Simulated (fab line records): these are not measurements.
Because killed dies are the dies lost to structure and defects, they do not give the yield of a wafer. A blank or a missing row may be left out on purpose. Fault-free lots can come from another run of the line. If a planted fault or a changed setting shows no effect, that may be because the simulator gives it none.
fab line records | flow nand_harc
[record] lots = 6 wafers = 18 last_day = 24
route steps=1159 shown A_CONTACT@859 END@1159
lots untouched by any fault: they come from a run of this same line in which no faults occurred
start_h: the number of hours between the record's first day and the start of the first shown wafer of the lot | wait_h: hours elapsed since this lot's preceding step | " identical to the entry in the row above | L1.1+2: one row covering several wafers at once | - no value, or no start given | * or withheld: withheld | < > ~ a bound
route shown NAME@n: a module of which the file shows steps, and the number in the route of the first | usual: mean/standard deviation of fault-free wafers | same: alike in all rows | chamber/n: place in a boat | sites: readings site by site | _std_site: standard deviation of those values | _edge_site: outer sites' mean less inner sites' | radius_mm: for every site, how far away it sits from the centre of the wafer | mask NAME#n: copy n | behind: the last tool/chamber to shape the wafer | hold: cause of the lot's hold/its duration in hours/its outcome | device: whichever transistor did not switch (one of n, p or np) | end of line: tests of these same wafers at the route's end | for a step that has no rows: nothing shown but its recipe | killed: not the wafer's yield, but the dies lost to structure and defects at the first sort | map: dies across one wafer; x = killed, . = not, _ = none there
set.NAME: setting as actually run; set.NAME@STEP: the setting as run at that earlier step | model.NAME: the simulator's own value behind a step, which no gauge read
a table for each step, a row for each wafer; lots at some steps of the route
services: the hour from which a tool's chamber was out of use, counted from the record's first day as start_h (under 0 if before that day), plus the number of hours and why
[[steps]]
[step NHARC_A_CONTACT_ETCH_49]
[recipe] target_depth_a = 2600 over_etch_frac = 0.3 time_s = 475.3 ion_energy_ev = 200 n2_flow_sccm = 150 h2_flow_sccm = 150 ar_flow_sccm = 0 rf_w = 400 bias_w = 150 chemistry = N2/H2
[step NHARC_A_CONTACT_ETCH_50]
[recipe] target_depth_a = 847 time_s = 42.4 cf4_flow_sccm = 100 chf3_flow_sccm = 30 ar_flow_sccm = 0 rf_w = 500 bias_w = 200 chemistry = CF4/CHF3
[step NHARC_A_CONTACT_ETCH_51]
[recipe] target_depth_a = 36000 over_etch_frac = 0.3 time_s = 936 ion_energy_ev = 150 o2_flow_sccm = 400 cos_flow_sccm = 20 ar_flow_sccm = 0 rf_w = 500 bias_w = 300 chemistry = O2/COS
[step NHARC_A_CONTACT_ETCH_111]
[recipe] source_w = withheld pressure_mtorr = 20 bias_v = withheld time_s = 140 target_depth_a = 7000 ar_flow_sccm = withheld c4f8_flow_sccm = withheld o2_flow_sccm = withheld chemistry = C4F8/O2/Ar
// columns lot.wafer tool chamber start_h wait_h rf_hours_counter_h
L339.2 har_cap_etch-01 1 386.22 - 59
L339.4 " 0 " " -
L339.5 " 1 " " -
L342.1 har_cap_etch-03 0 404.31 - 89
L342.6 " 1 " " -
L342.5 " 0 " " -
L343.2 har_cap_etch-03 1 429.03 - 93
L343.4 " 0 " " -
L343.6 " 1 " " -
L353.1 har_cap_etch-03 0 497.75 - 105
L353.3 " 0 " " -
L353.4 " 1 " " -
L357.1 har_cap_etch-01 1 498.60 - 75
L357.2 " 0 " " 75
L357.3 " 0 " " -
L356.3 har_cap_etch-03 0 501.36 - -
L356.5 " 0 " " -
L356.6 " 1 " " -
[step NHARC_A_CONTACT_ETCH_112]
[recipe] source_w = withheld pressure_mtorr = 20 bias_v = 3000 time_s = 94 target_depth_a = 9220 ar_flow_sccm = withheld c4f8_flow_sccm = withheld o2_flow_sccm = withheld chemistry = C4F8/O2/Ar
[step NHARC_A_CONTACT_ETCH_113]
[recipe] source_w = withheld pressure_mtorr = 20 bias_v = 3000 time_s = 94 target_depth_a = 9220 ar_flow_sccm = withheld c4f8_flow_sccm = withheld o2_flow_sccm = withheld chemistry = C4F8/O2/Ar
[step NHARC_A_CONTACT_ETCH_114]
[recipe] source_w = withheld pressure_mtorr = 20 bias_v = 3000 time_s = 94 target_depth_a = 9220 ar_flow_sccm = withheld c4f8_flow_sccm = withheld o2_flow_sccm = withheld chemistry = C4F8/O2/Ar
[step NHARC_A_CONTACT_ETCH_115]
[recipe] source_w = withheld pressure_mtorr = 20 bias_v = 3000 time_s = 94 target_depth_a = 9220 ar_flow_sccm = withheld c4f8_flow_sccm = withheld o2_flow_sccm = withheld chemistry = C4F8/O2/Ar
// columns lot.wafer tool chamber start_h wait_h rf_hours_counter_h
L339.2 har_cap_etch-01 1 386.68 0.1 59
L339.4 " 0 " " -
L339.5 " 1 " " -
L342.1 har_cap_etch-03 0 404.76 0.1 89
L342.6 " 1 " " -
L342.5 " 0 " " -
L343.2 har_cap_etch-03 1 429.51 0.1 93
L343.4 " 0 " " -
L343.6 " 1 " " -
L353.1 har_cap_etch-03 0 498.21 0.1 105
L353.3 " 0 " " -
L353.4 " 1 " " -
L357.1 har_cap_etch-01 1 499.07 0.1 76
L357.2 " 0 " " 76
L357.3 " 0 " " -
L356.3 har_cap_etch-03 0 501.80 0.1 -
L356.5 " 0 " " -
L356.6 " 1 " " -
[step NHARC_A_CONTACT_ETCH_116]
[recipe] source_w = withheld pressure_mtorr = 20 bias_v = 3000 time_s = 94 target_depth_a = 9220 ar_flow_sccm = withheld c4f8_flow_sccm = withheld o2_flow_sccm = withheld chemistry = C4F8/O2/Ar
[step NHARC_A_CONTACT_ETCH_117]
[recipe] source_w = withheld pressure_mtorr = 20 bias_v = 3000 time_s = 94 target_depth_a = 9220 ar_flow_sccm = withheld c4f8_flow_sccm = withheld o2_flow_sccm = withheld chemistry = C4F8/O2/Ar
[step NHARC_A_CONTACT_ETCH_118]
[recipe] source_w = withheld pressure_mtorr = 20 bias_v = 3000 time_s = 94 target_depth_a = 9220 ar_flow_sccm = withheld c4f8_flow_sccm = withheld o2_flow_sccm = withheld chemistry = C4F8/O2/Ar
[step NHARC_A_CONTACT_ETCH_119]
[recipe] source_w = withheld pressure_mtorr = 20 bias_v = 3000 time_s = 94 target_depth_a = 9220 ar_flow_sccm = withheld c4f8_flow_sccm = withheld o2_flow_sccm = withheld chemistry = C4F8/O2/Ar
[step NHARC_A_CONTACT_ETCH_120]
[recipe] source_w = withheld pressure_mtorr = 20 bias_v = 3000 time_s = 94 target_depth_a = 9220 ar_flow_sccm = withheld c4f8_flow_sccm = withheld o2_flow_sccm = withheld chemistry = C4F8/O2/Ar
// columns lot.wafer tool chamber start_h wait_h rf_hours_counter_h
L339.2 har_cap_etch-01 1 387.13 0.1 59
L339.4 " 0 " " -
L339.5 " 1 " " -
L342.1 har_cap_etch-03 0 405.22 0.1 90
L342.6 " 1 " " -
L342.5 " 0 " " -
L343.2 har_cap_etch-03 1 429.96 0.1 94
L343.4 " 0 " " -
L343.6 " 1 " " -
L353.1 har_cap_etch-03 0 498.67 0.1 106
L353.3 " 0 " " -
L353.4 " 1 " " -
L357.1 har_cap_etch-01 1 499.53 0.1 76
L357.2 " 0 " " 76
L357.3 " 0 " " -
L356.3 har_cap_etch-03 0 502.25 0.1 -
L356.5 " 0 " " -
L356.6 " 1 " " -
[step NHARC_A_CONTACT_ETCH_121]
[recipe] source_w = withheld pressure_mtorr = 20 bias_v = 3000 time_s = 94 target_depth_a = 9220 ar_flow_sccm = withheld c4f8_flow_sccm = withheld o2_flow_sccm = withheld chemistry = C4F8/O2/Ar
[step NHARC_A_CONTACT_ETCH_122]
[recipe] source_w = withheld pressure_mtorr = 20 bias_v = 3000 time_s = 95 target_depth_a = 9300 ar_flow_sccm = withheld c4f8_flow_sccm = withheld o2_flow_sccm = withheld chemistry = C4F8/O2/Ar
[step NHARC_A_CONTACT_ETCH_123]
[recipe] source_w = withheld pressure_mtorr = 20 bias_v = 400 time_s = 253 target_depth_a = 10900 ar_flow_sccm = withheld c4f8_flow_sccm = 11.5 o2_flow_sccm = 7.2 chemistry = C4F8/O2/Ar
// columns lot.wafer tool chamber start_h wait_h rf_hours_counter_h
L339.2 har_cap_etch-01 1 387.44 0.1 60
L339.4 " 0 " " -
L339.5 " 1 " " -
L342.1 har_cap_etch-03 0 405.53 0.1 90
L342.6 " 1 " " -
L342.5 " 0 " " -
L343.2 har_cap_etch-03 1 430.24 0.1 94
L343.4 " 0 " " -
L343.6 " 1 " " -
L353.1 har_cap_etch-03 0 498.94 0.1 106
L353.3 " 0 " " -
L353.4 " 1 " " -
L357.1 har_cap_etch-01 1 499.80 0.1 76
L357.2 " 0 " " 76
L357.3 " 0 " " -
L356.3 har_cap_etch-03 0 502.61 0.2 -
L356.5 " 0 " " -
L356.6 " 1 " " -
[step NHARC_A_CONTACT_ETCH_90]
[recipe] target_depth_a = 400 over_etch_frac = 0.5 time_s = 85.7 ion_energy_ev = 120 ch3f_flow_sccm = 50 o2_flow_sccm = 30 ar_flow_sccm = 200 rf_w = 500 bias_w = 100 chemistry = CH3F/O2
[step NHARC_A_CONTACT_ETCH_96]
[recipe] target_depth_a = 200 over_etch_frac = 0.5 time_s = 10 ion_energy_ev = 250 c4f6_flow_sccm = 25 o2_flow_sccm = 20 ar_flow_sccm = 500 rf_w = 600 bias_w = 500 chemistry = C4F6/O2
[step NHARC_A_CONTACT_CD_MEAS_53]
[usual] cd_nm = 189.8/0.87
// columns lot.wafer tool chamber start_h wait_h cd_nm
L339.2 cd_sem-03 - 388.20 - 188.9
L339.4 " - " " 188.9
L339.5 " - " " 188.3
L342.1 cd_sem-01 - 406.29 - 190.0
L342.5 " - " " 189.9
L342.6 " - " " 190.1
L343.2 cd_sem-02 - 431.06 - 191.2
L343.4 " - " " 190.6
L343.6 " - " " 190.1
L353.1 cd_sem-01 - 499.78 - 190.9
L353.3 " - " " 190.1
L353.4 " - " " 190.7
L357.1 cd_sem-03 - 500.63 - 189.4
L357.2 " - " " 188.8
L357.3 " - " " 188.6
L356.3 cd_sem-01 - 503.32 - 189.3
L356.5 " - " " 190.1
L356.6 " - " " 189.3
[step NHARC_A_CONTACT_STRIP_99]
[recipe] n2_flow_sccm = 150 h2_flow_sccm = 150 ar_flow_sccm = 0 bias_w = 0 chemistry = N2/H2
[step NHARC_A_CONTACT_STRIP_100]
[recipe] cf4_flow_sccm = 100 chf3_flow_sccm = 30 ar_flow_sccm = 0 bias_w = 0 chemistry = CF4/CHF3
[step NHARC_A_CONTACT_STRIP_101]
[recipe] o2_flow_sccm = 400 cos_flow_sccm = 20 ar_flow_sccm = 0 bias_w = 0 chemistry = O2/COS
[step NHARC_A_CONTACT_ETCH_102]
[recipe] target_depth_a = 700 overetch_a = 70 time_s = 38.5 ion_energy_ev = 100 cf4_flow_sccm = 80 o2_flow_sccm = 20 ar_flow_sccm = 0 rf_w = 300 bias_w = 100 chemistry = CF4/O2
[usual] drypump_motor_current_A = 5.7/0.37 o2_flow_sccm = 19.99/0.055 oes_product_au = 0.997/0.011 rf_vpp_V = 198.0/1.6 showerhead_plenum_p_Torr = 1.35/0.072 throttle_valve_pct = 13.397/0.0094
// columns lot.wafer tool chamber start_h wait_h drypump_motor_current_A o2_flow_sccm oes_product_au rf_hours_counter_h rf_vpp_V showerhead_plenum_p_Torr throttle_valve_pct
L339.4 rie_diel-03 3 388.51 0.1 5.3 20.03 1.007 30 196.5 1.23 13.377
L339.2 " 1 " " 6.4 19.93 0.992 31 197.3 1.25 13.397
L339.5 " 3 " " 5.3 20.04 1.017 - 196.0 1.23 13.391
L342.1 rie_diel-03 1 406.58 0.1 6.4 19.90 0.990 1 196.4 1.25 13.379
L342.5 " 1 " " 6.4 20.01 0.990 - 196.5 1.25 13.393
L342.6 " 2 " " 5.7 20.03 0.998 - 199.6 1.41 13.410
L343.2 rie_diel-05 1 431.35 0.1 5.6 20.02 1.015 33 196.1 1.27 13.403
L343.4 " 2 " " 5.7 19.94 0.997 35 197.9 1.35 13.407
L343.6 " 1 " " 5.6 19.96 1.014 - 195.5 1.27 13.412
L353.1 rie_diel-13 2 500.07 0.1 5.3 20.05 0.990 13 200.0 1.36 13.384
L353.3 " 3 " " 6.1 20.04 1.009 13 201.8 1.44 13.398
L353.4 " 1 " " 5.7 19.99 1.007 12 199.2 1.44 13.385
L357.2 rie_diel-03 2 500.93 0.0 5.7 19.99 0.986 17 199.9 1.41 13.394
L357.1 " 3 " " 5.2 20.02 0.999 17 199.0 1.44 13.400
L357.3 " 1 " " 6.4 19.94 0.990 16 198.0 1.24 13.398
L356.3 rie_diel-13 0 503.63 0.1 5.6 20.03 1.008 13 198.2 1.32 13.408
L356.6 " 2 " " 5.3 20.08 0.998 - 197.7 1.36 13.387
L356.5 " 3 " " 6.1 20.09 1.008 - 199.5 1.44 13.415
[step NHARC_A_CONTACT_STRIP_55]
[recipe] o2_flow_sccm = 500 ar_flow_sccm = 0 bias_w = 0 chemistry = O2
[step NHARC_A_CONTACT_STRIP_56]
[recipe] time_s = 600 temp_c = 30 chemistry = post_etch_residue_remover
[step NHARC_A_CONTACT_DEP_57]
[recipe] target_thk_a = 28000 temp_c = 400 material = aC
[step NHARC_A_CONTACT_DEP_58]
[recipe] target_thk_a = 600 target_thk_nm = 60 temp_c = 400 pressure_torr = 3.5 flow_sccm = 200 rf_w = 350 material = SiON
[step NHARC_A_CONTACT_DEHYDRATE_59]
[recipe] temp_c = 150 time_s = 120
[step NHARC_A_CONTACT_HMDS_60]
[recipe] time_s = 30
[step NHARC_A_CONTACT_COAT_61]
[recipe] temp_c = 260 time_s = 75
[step NHARC_A_CONTACT_COAT_62]
[recipe] temp_c = 225 time_s = 65
[step NHARC_A_CONTACT_COAT_63]
[recipe] spin_rpm = 1500 resist_thk_nm = 90
[step NHARC_A_CONTACT_SOFTBAKE_64]
[recipe] temp_c = 105 time_s = 55
[step NHARC_A_CONTACT_EBR_65]
[step NHARC_A_CONTACT_EXPOSE_66]
[recipe] na = 1.35 sigma_outer = 0.8 dose_mj = 59.02 mask_id = A_CC_2
[step NHARC_A_CONTACT_PEB_67]
[recipe] peb_temp_c = 100 peb_time_s = 65
[step NHARC_A_CONTACT_DEVELOP_68]
[recipe] develop_time_s = 35 dev_temp_c = 23
[step NHARC_A_CONTACT_CD_MEAS_69]
[recipe] target_cd_nm = 200 landing_energy_ev = 500
[usual] cd_nm = 200.1/0.56
// columns lot.wafer tool chamber start_h wait_h cd_nm
L339.2 cd_sem-02 0 391.83 - 199.5
L339.4 " 0 " " 200.0
L339.5 " 0 " " 199.8
L342.1 cd_sem-02 0 409.65 - 199.6
L342.5 " 0 " " 199.3
L342.6 " 0 " " 199.5
L343.2 cd_sem-02 0 434.42 - 201.0
L343.4 " 0 " " 200.7
L343.6 " 0 " " 201.4
L353.1 cd_sem-02 0 503.23 - 200.3
L353.3 " 0 " " 200.8
L353.4 " 0 " " 200.0
L357.1 cd_sem-02 0 504.04 - 199.3
L357.2 " 0 " " 199.8
L357.3 " 0 " " 199.2
L356.3 cd_sem-01 0 507.74 - 200.3
L356.5 " 0 " " 199.8
L356.6 " 0 " " 199.8
[step NHARC_A_CONTACT_OVL_MEAS_70]
[usual] overlay_x_nm = 0.0/0.77 overlay_y_nm = 0.2/1
// columns lot.wafer tool chamber start_h wait_h overlay_x_nm overlay_y_nm
L339.2 overlay-02 - 391.91 - -0.3 -0.6
L339.4 " - " " 0.0 -0.9
L339.5 " - " " -0.5 -0.9
L342.1 overlay-01 - 409.74 - 0.2 0.5
L342.5 " - " " 0.2 0.3
L342.6 " - " " 0.2 0.6
L343.2 overlay-01 - 434.50 - -0.3 0.1
L343.4 " - " " -0.3 0.2
L343.6 " - " " 0.1 -0.4
L353.1 overlay-02 - 503.31 - -0.7 0.7
L353.3 " - " " -1.2 0.7
L353.4 " - " " -0.5 -0.2
L357.1 overlay-02 - 504.13 - -1.4 -0.5
L357.2 " - " " -0.5 -1.8
L357.3 " - " " -0.9 -0.8
L356.3 overlay-02 - 507.84 - -0.2 0.8
L356.5 " - " " 0.0 0.9
L356.6 " - " " -0.1 1.0
[step NHARC_A_CONTACT_DESCUM_74]
[recipe] time_s = 3 o2_flow_sccm = 200 ar_flow_sccm = 0 bias_power_w = 0 chemistry = O2
[step NHARC_A_CONTACT_ETCH_75]
[recipe] target_depth_a = 390 over_etch_frac = 0.3 time_s = 65 ion_energy_ev = 80 cf4_flow_sccm = 150 ar_flow_sccm = 0 rf_w = 300 bias_w = 100 chemistry = CF4
[usual] drypump_motor_current_A = 5.7/0.35 oes_product_au = 0.999/0.011 rf_vpp_V = 151.4/1.4 showerhead_plenum_p_Torr = 1.78/0.083 throttle_valve_pct = 13.284/0.0097
[same] over_etch_frac = 0.3
// columns lot.wafer tool chamber start_h wait_h drypump_motor_current_A oes_product_au rf_hours_counter_h rf_vpp_V showerhead_plenum_p_Torr throttle_valve_pct
L339.4 rie_diel-05 3 392.14 0.1 5.3 1.021 19 153.2 1.80 13.268
L339.2 " 0 " " 6.3 0.994 18 150.9 1.76 13.278
L339.5 " 0 " " 6.3 0.994 - 150.8 1.76 13.272
L342.1 rie_diel-03 2 409.93 0.1 5.7 1.001 1 153.3 1.87 13.309
L342.5 " 1 " " 6.4 0.986 - 149.3 1.66 13.290
L342.6 " 2 " " 5.7 0.990 - 151.6 1.87 13.288
L343.4 rie_diel-03 3 434.68 0.1 5.3 1.002 6 153.4 1.91 13.292
L343.2 " 1 " " 6.4 0.979 5 150.5 1.65 13.271
L343.6 " 3 " " 5.2 1.004 - 153.6 1.91 13.284
L353.1 rie_diel-05 2 503.50 0.1 5.7 1.007 59 151.5 1.79 13.292
L353.3 " 3 " " 5.4 1.020 58 152.4 1.79 13.293
L353.4 " 0 " " 6.3 1.010 58 150.9 1.75 13.278
L357.2 rie_diel-13 1 504.31 0.1 5.8 1.005 14 153.5 1.90 13.276
L357.1 " 2 " " 5.3 0.992 15 151.4 1.80 13.281
L357.3 " 0 " " 5.6 0.998 13 151.1 1.75 13.296
L356.3 rie_diel-13 3 508.04 0.1 6.1 1.015 16 152.0 1.90 13.288
L356.6 " 0 " " 5.6 1.007 - 151.7 1.75 13.292
L356.5 " 1 " " 5.8 1.003 - 152.4 1.90 13.302
[step NHARC_END_SORT_01]
[recipe] temp_c = 25
[usual] killed_at_array = 25/9.2 killed_at_other = 0.9/1.3 killed_at_periphery = 3.3/2.3 killed_dies = 29/9.6 killed_open = 3.2/1.8 killed_short = 2/1.4
[same] gross_dies = 677
// columns lot.wafer tool chamber start_h wait_h killed_at_array killed_at_other killed_at_periphery killed_dies killed_open killed_short
L353.4 prober-02 0 569.61 3.4 100 2 3 105 5 1
L356.6 prober-02 0 579.00 4.0 99 2 4 105 0 2
// killed by level:class
L353.4 A_CONTACT:unspecified=66 A_CHANNEL_HOLE_D1:chamber_film_flake=20 A_SLIT:chamber_film_flake=7 P_M2:geometric_particle:open=1 A_ONON_D1:geometric_particle:short=1 A_ONON_D1:geometric_particle:open=1 A_CONTACT:geometric_particle:open=1 A_M0:geometric_particle:open=1
L356.6 A_CONTACT:unspecified=68 A_CHANNEL_HOLE_D1:chamber_film_flake=12 A_SLIT:chamber_film_flake=11 A_CONTACT:chamber_film_flake=4 P_M2:chamber_film_flake=2 A_WL_FILL:chamber_film_flake=2 THIN_TSV:chamber_film_flake=2 P_CONTACT:geometric_particle:short=1
// map L353.4 (x killed, . not)
____________.____________
_________......._________
_______..........._______
______...x.........______
_____..............._____
____.................____
____...........xx....____
___..........xxx......___
___....x....xxxxx.....___
__..........xxxxx......__
__........xx.xxxx......__
_...........xxxxxxx....._
_.........xxxxxxxxx....._
_...........xxxxxx......_
_..........x.xxxxx......_
_.........x.xxxxxx.x...._
..........x...xxx........
x...........x.xx.x.......
..x........x.............
.............x...........
............x............
_........x.............._
_......................._
_...........x..........._
_......x........x......._
_.............x........._
__.....................__
__..............x......__
___..x........x..x....___
___........x.xx.......___
____...........x.x...____
____..........xxx....____
_____.......xxxxxx.._____
______.......xxx...______
_______.....x..xx._______
_________.xxx..._________
____________x____________
// map L356.6 (x killed, . not)
____________.____________
_________.....x._________
_______..........._______
______.............______
_____..............._____
____.....x...........____
____........x........____
___.........xx...x....___
___........xx.xxx.....___
__...........xxxx.x....__
__..........xxxxxx.....__
_.........x.xxxxxxx....._
_.........x.xxxxxxxx...._
_..........xxxxxxxx....._
_..........xxxxxxx......_
_...........xxxxxx......_
............xxxxxx.......
..........x.x..xx........
.............x...........
...............x.........
...............x.........
_.............x........._
_......................._
_......................._
_......x......x......x.._
_......................._
__.....................__
__......x..............__
___..xx.x.............___
___...x...............___
____.x.x...........x.____
____x.xxxx...........____
_____xxxx..........._____
______xxxxx........______
_______xxxxxx....._______
_________......._________
____________.____________
[[services]]
// columns tool chamber start_h hours kind
rie_diel-03 0 371.35 - clean
rie_diel-03 1 371.35 - clean
rie_diel-03 2 371.35 - clean
rie_diel-03 3 371.35 - clean
rie_diel-03 - 392.30 9.0 pm
rie_diel-03 0 392.30 9.0 vent_cycle
rie_diel-03 1 392.30 9.0 vent_cycle
rie_diel-03 2 392.30 9.0 vent_cycle
rie_diel-03 3 392.30 9.0 vent_cycle
rie_diel-03 0 401.30 - clean
rie_diel-03 1 401.30 - clean
rie_diel-03 2 401.30 - clean
rie_diel-03 3 401.30 - clean
rie_diel-03 3 401.30 - consumable_replace:focus_ring
rie_diel-03 3 401.30 - consumable_replace:showerhead
rie_diel-13 2 402.42 2.0 repair
rie_diel-13 - 417.30 0.8 repair
rie_diel-03 0 425.80 - clean
rie_diel-03 1 425.80 - clean
rie_diel-03 2 425.80 - clean
rie_diel-03 3 425.80 - clean
rie_diel-13 - 453.19 9.0 pm
har_cap_etch-03 - 496.44 0.7 repair
rie_diel-03 0 507.85 12.3 repair
[[key]]
[first_sign] step = NHARC_END_SORT_01 reading = killed_at_array direction = up sigmas = 8 usual = 25 struck = 100
[effect] step = NHARC_END_SORT_01 reading = killed_dies direction = up sigmas = 7.8 usual = 29 struck = 105
[more_kills_born_at] NHARC_A_CONTACT_ETCH_120@har_cap_etch-03 = 131
met_at NHARC_A_CONTACT_ETCH_120
struck_wafers L353.4,L356.6
tester_left_out L353,L356
onset_between 429.96 498.67
[fault] kind = chamber_particle_source tool = har_cap_etch-03 chamber = 1 onset_h = 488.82 steps = NHARC_A_CONTACT_ETCH_120 rate_per_visit_cm2 = 0.39267 end_h = 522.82
// tester_left_out: of these lots the tester's yield and bins aren't shown, on N5 and GAA mostly nor the transistor test; their killed dies are dies lost to structure and defects alone, not to doping, threshold or leakage, so they don't give the yield
